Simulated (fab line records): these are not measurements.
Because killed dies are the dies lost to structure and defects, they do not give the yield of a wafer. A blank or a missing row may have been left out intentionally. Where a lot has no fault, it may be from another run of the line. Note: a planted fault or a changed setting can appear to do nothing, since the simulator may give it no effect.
Which of the tools did it? | flow n5_finfet | 12 lots with 32 wafers sampled at 4 steps, on a route of 1938 steps

## WHAT EACH GAUGE READ, for each wafer
N5_MIM_TOP_LITHO_INSPECT_12: inspects for defects (macro). Usual: 2.2 for raw_defect_count, sd 1.3.
lot  | measured     | on                | raw_defect_count | flag
L103 | day 11 22:31 | defect_inspect-01 | 1 3 2            |
L105 | day 12 01:22 | defect_inspect-02 | 2 2 1            |
L104 | day 12 12:01 | defect_inspect-02 | 2 2              |
L106 | day 12 19:05 | defect_inspect-02 | 1 3 4            |
L107 | day 13 00:11 | defect_inspect-02 | 3 2 2            |
L108 | day 14 01:28 | defect_inspect-01 | 1 1 2            |
L110 | day 14 02:44 | defect_inspect-02 | 0 2              |
L111 | day 14 05:01 | defect_inspect-02 | 1 2              |
L112 | day 14 10:53 | defect_inspect-02 | 2 5              |
L109 | day 14 11:09 | defect_inspect-01 | 3 4 2            |
L114 | day 15 02:13 | defect_inspect-01 | 2 3 0            |
L125 | day 18 03:45 | defect_inspect-02 | 2 3 2            |

N5_MIM_BOT_LITHO_CD_MEAS_08: target cd 3000 nm. Usual: 2999.9 nm for cd_nm, sd 2.1.
lot  | measured     | on        | cd_nm (nm)           | flag
L103 | day 11 23:11 | cd_sem-01 | 2997.2 3004.0 3000.5 |
L105 | day 12 02:17 | cd_sem-03 | 2998.4 2999.0 2999.9 |
L104 | day 12 12:57 | cd_sem-02 | 2999.2 2999.1        |
L106 | day 12 20:01 | cd_sem-03 | 2999.6 3000.7 3002.2 |
L107 | day 13 01:05 | cd_sem-01 | 3000.1 2998.4 2998.7 |
L108 | day 14 02:11 | cd_sem-01 | 2996.4 3000.6 2999.0 |
L110 | day 14 03:28 | cd_sem-01 | 3000.8 2998.5        |
L111 | day 14 06:26 | cd_sem-03 | 3002.6 3000.0        |
L112 | day 14 11:34 | cd_sem-02 | 2997.7 3002.8        |
L109 | day 14 12:13 | cd_sem-03 | 2999.6 3001.0 3002.7 |
L114 | day 15 03:03 | cd_sem-03 | 2995.8 2997.2 3000.2 |
L125 | day 18 04:28 | cd_sem-03 | 2999.6 3003.0 3003.0 |

## WHAT TOOL EACH LOT RAN ON (gives the tool, then ch and the chambers of the sampled wafers, and finally the start)
lot  | N5_MIM_TOP_ETCH_ETCH_00           | N5_MIM_TOP_ETCH_PECVD_03
L103 | rie_metal-03 ch 0,1, day 11 22:38 | pecvd-01 ch 0,1,2, day 11 22:50
L105 | rie_metal-02 ch 1, day 12 01:29   | pecvd-02 ch 0,1,2, day 12 01:49
L104 | rie_metal-02 ch 1, day 12 12:08   | pecvd-04 ch 0,2, day 12 12:28
L106 | rie_metal-02 ch 0,1, day 12 19:17 | pecvd-02 ch 0,1,2, day 12 19:32
L107 | rie_metal-01 ch 0,1, day 13 00:25 | pecvd-01 ch 0,1,2, day 13 00:37
L108 | rie_metal-01 ch 0, day 14 01:36   | pecvd-04 ch 0,2, day 14 01:50
L110 | rie_metal-01 ch 1, day 14 02:53   | pecvd-04 ch 1,2, day 14 03:08
L111 | rie_metal-02 ch 0,1, day 14 05:46 | pecvd-04 ch 0,1, day 14 06:05
L112 | rie_metal-01 ch 0, day 14 11:03   | pecvd-04 ch 1,2, day 14 11:14
L109 | rie_metal-01 ch 0,1, day 14 11:32 | pecvd-01 ch 0,1, day 14 11:44
L114 | rie_metal-01 ch 0,1, day 15 02:21 | pecvd-02 ch 0,1, day 15 02:34
L125 | rie_metal-02 ch 0,1, day 18 03:52 | pecvd-02 ch 0,1, day 18 04:07
- N5_MIM_TOP_ETCH_ETCH_00: etches TiN in Cl2/BCl3, target depth 38.5 nm.
- N5_MIM_TOP_ETCH_PECVD_03: deposits SiNx from SiH4/NH3/N2, target thk 20 nm, time 17.6 s.

## AS READ BY THE TOOLS THEMSELVES (means over the sampled wafers that have a number; for cases with no such wafer, the mark the record gives instead)
N5_MIM_TOP_ETCH_ETCH_00. Usual: bias_w 125.9 W, standard deviation 0.37; drypump_motor_current_A 5.8 A, standard deviation 0.35; mfc_cl2_sccm 53.25 sccm, standard deviation 0.15; oes_product_au 0.84 a.u., standard deviation 0.075; throttle_valve_pct 22.57 %, standard deviation 0.19.
lot  | tool         | bias_w (W) | drypump_motor_current_A (A) | mfc_cl2_sccm (sccm) | oes_product_au (a.u.) | throttle_valve_pct (%) | flag
L103 | rie_metal-03 | 125.6      | 5.7                         | 53.23               | 0.75                  | 22.81                  |
L105 | rie_metal-02 | 125.8      | 6.3                         | 53.03               | 0.87                  | 22.61                  |
L104 | rie_metal-02 | 125.9      | 6.3                         | 53.43               | 0.86                  | 22.62                  |
L106 | rie_metal-02 | 125.7      | 5.6                         | 53.22               | 0.86                  | 22.53                  |
L107 | rie_metal-01 | 125.9      | 5.9                         | 53.27               | 0.90                  | 22.39                  |
L108 | rie_metal-01 | 126.1      | 6.0                         | 53.26               | 0.93                  | 22.25                  |
L110 | rie_metal-01 | 126.2      | 5.7                         | 53.02               | 0.82                  | 22.69                  |
L111 | rie_metal-02 | 125.8      | 5.8                         | 53.31               | 0.85                  | 22.56                  |
L112 | rie_metal-01 | 126.2      | 6.1                         | 53.16               | 0.92                  | 22.25                  |
L109 | rie_metal-01 | 126.3      | 5.8                         | 53.13               | 0.86                  | 22.55                  |
L114 | rie_metal-01 | 124.1      | 5.8                         | 53.29               | 0.83                  | 22.56                  | OFF
L125 | rie_metal-02 | 125.9      | 5.9                         | 53.10               | 0.82                  | 22.60                  |

N5_MIM_TOP_ETCH_PECVD_03. Usual: heater_power_w 788 W, standard deviation 140; showerhead_plenum_p_Torr 5.14 Torr, standard deviation 0.071; throttle_valve_pct 40.4 %, standard deviation 2.5.
lot  | tool     | heater_power_w (W) | showerhead_plenum_p_Torr (Torr) | throttle_valve_pct (%) | flag
L103 | pecvd-01 | 772                | 5.15                            | 39.6                   |
L105 | pecvd-02 | 719                | 5.16                            | 39.7                   |
L104 | pecvd-04 | 944                | 5.14                            | 40.8                   |
L106 | pecvd-02 | 648                | 5.17                            | 39.6                   |
L107 | pecvd-01 | 779                | 5.16                            | 39.6                   |
L108 | pecvd-04 | 837                | 5.14                            | 42.3                   |
L110 | pecvd-04 | 870                | 5.08                            | 40.8                   |
L111 | pecvd-04 | 912                | 5.10                            | 44.0                   |
L112 | pecvd-04 | 902                | 5.09                            | 41.0                   |
L109 | pecvd-01 | 644                | 5.15                            | 40.4                   |
L114 | pecvd-02 | 681                | 5.12                            | 42.1                   |
L125 | pecvd-02 | 684                | 5.13                            | 41.5                   |

## THE ANSWER, worked out from the rows above alone
Rule: lot off if the mean of its wafers having a number is beyond 3 standard deviations from the usual mean. Also off: a lot with no number at a reading for which 4 or more lots have one. All remaining lots with rows at the step are treated as sound. The gauges are gone through in route order, then the tools' own readings, and for those a lot's mean is taken as printed above. The first step at which some lot is off is used, and at that step the reading that is off furthest; a lot without a number counts as furthest.
Off at N5_MIM_TOP_ETCH_ETCH_00 (bias_w): L114.
If a tool, at that step or one of the process steps before it, ran each lot that is off and ran no sound lot following the first of them, it fits. One fits: N5_MIM_TOP_ETCH_ETCH_00 on rie_metal-01. A fault onset in the window from L109 (day 14 11:32, its last sound lot) to L114 (day 15 02:21, its first lot off) fits.
On the lots that are off, the tool's own readings at N5_MIM_TOP_ETCH_ETCH_00 differ by more than 5 times the standard deviation of the sound lots' means, which bears it out; bias_w reads 124.1 W there versus 125.9 W on the sound lots.

## WHAT THE SIMULATOR HAD PUT IN
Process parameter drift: rie_metal-01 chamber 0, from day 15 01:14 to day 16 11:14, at N5_MIM_TOP_ETCH_ETCH_00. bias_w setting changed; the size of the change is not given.
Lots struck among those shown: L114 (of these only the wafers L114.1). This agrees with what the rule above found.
